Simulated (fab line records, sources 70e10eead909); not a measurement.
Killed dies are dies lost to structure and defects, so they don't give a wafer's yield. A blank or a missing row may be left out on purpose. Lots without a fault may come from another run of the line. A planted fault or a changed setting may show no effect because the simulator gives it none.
Which tool did it? | flow nand_harc | 6 lots, 18 wafers sampled, at 4 steps of a route of 1302

WHAT THE GAUGES READ, wafer by wafer
NHARC_P_GATE_CD_MEAS_59: target cd 720 nm.
lot  | measured     | on        | cd_nm (nm)
L468 | day 6 05:53  | cd_sem-03 | 719.8 720.3 718.7
L471 | day 7 11:06  | cd_sem-03 | 723.4 725.5 723.1
L477 | day 9 14:38  | cd_sem-01 | 721.6 720.9 719.3
L483 | day 12 09:45 | cd_sem-02 | 720.6 720.6 721.0
L485 | day 13 01:19 | cd_sem-02 | 755.5 764.5 802.3
L489 | day 14 19:17 | cd_sem-02 | 721.5 721.1 719.2

WHICH TOOL RAN EACH LOT (tool, then ch and the chambers of the sampled wafers, then the start)
lot  | NHARC_P_GATE_ALD_36               | NHARC_P_GATE_ETCHBACK_37                      | NHARC_P_GATE_EXPOSE_56
L468 | ald_sin-03 ch 2,3, day 5 17:35    | rie_diel-06 ch 0,1,2, day 6 05:44 or earlier  | krf_scanner-01 ch 0, day 6 05:44
L471 | ald_sin-03 ch 2,3, day 7 00:05    | rie_diel-02 ch 2,3, day 7 10:56 or earlier    | krf_scanner-02 ch 0, day 7 10:56
L477 | ald_sin-03 ch 1,2, day 9 03:33    | rie_diel-06 ch 0,3, day 9 14:29 or earlier    | krf_scanner-02 ch 0, day 9 14:29
L483 | ald_sin-04 ch 0,1, day 11 21:18   | rie_diel-06 ch 0,2,3, day 12 09:36 or earlier | krf_scanner-02 ch 0, day 12 09:36
L485 | ald_sin-03 ch 1,2, day 12 13:10   | rie_diel-13 ch 0,1,2, day 13 01:09 or earlier | krf_scanner-01 ch 0, day 13 01:09
L489 | ald_sin-04 ch 0,1,3, day 14 07:16 | rie_diel-02 ch 2,3, day 14 19:08 or earlier   | krf_scanner-02 ch 0, day 14 19:08
- NHARC_P_GATE_ALD_36: deposits SiNx, target thk 20 nm, pulse time 60 s, ald cycles 223.
- NHARC_P_GATE_ETCHBACK_37: etches the open film in CHF3/O2, target depth 34.5 nm, time 17.2 s.
- NHARC_P_GATE_EXPOSE_56: exposes mask P PSD, target cd 720 nm.

THE ANSWER, worked out from the rows above alone
Rule: what is usual is taken from the lots themselves. Put in order of their means at a reading, lots are off if they are a third of the lots or fewer, leave a main group of 4 or more, and stand apart from it by a gap of 3 or more times the standard deviation of the main group's means; of several such gaps the widest counts. A main group whose means are all the same, to the digits that the tables above print for the reading, isn't used. A lot without any number at a reading at which 4 lots or more have one is off too. The other lots that the step has rows for count as sound.
Off: L485, at NHARC_P_GATE_CD_MEAS_59 (cd_nm). The main group: mean 721.1 nm, standard deviation 1.5.
A tool fits if, at a process step before that reading, it ran every lot that is off, and no sound lot after the first of them. The gauges at NHARC_P_GATE_CD_MEAS_59 are tried like those tools. NHARC_P_GATE_ETCHBACK_37 gives no start for some lots, so the hours and the order of its lots are those of NHARC_P_GATE_EXPOSE_56. Can't be told from this: 3 tools fit, ald_sin-03 at NHARC_P_GATE_ALD_36, rie_diel-13 at NHARC_P_GATE_ETCHBACK_37, krf_scanner-01 at NHARC_P_GATE_EXPOSE_56.

WHAT THE SIMULATOR HAD PUT IN
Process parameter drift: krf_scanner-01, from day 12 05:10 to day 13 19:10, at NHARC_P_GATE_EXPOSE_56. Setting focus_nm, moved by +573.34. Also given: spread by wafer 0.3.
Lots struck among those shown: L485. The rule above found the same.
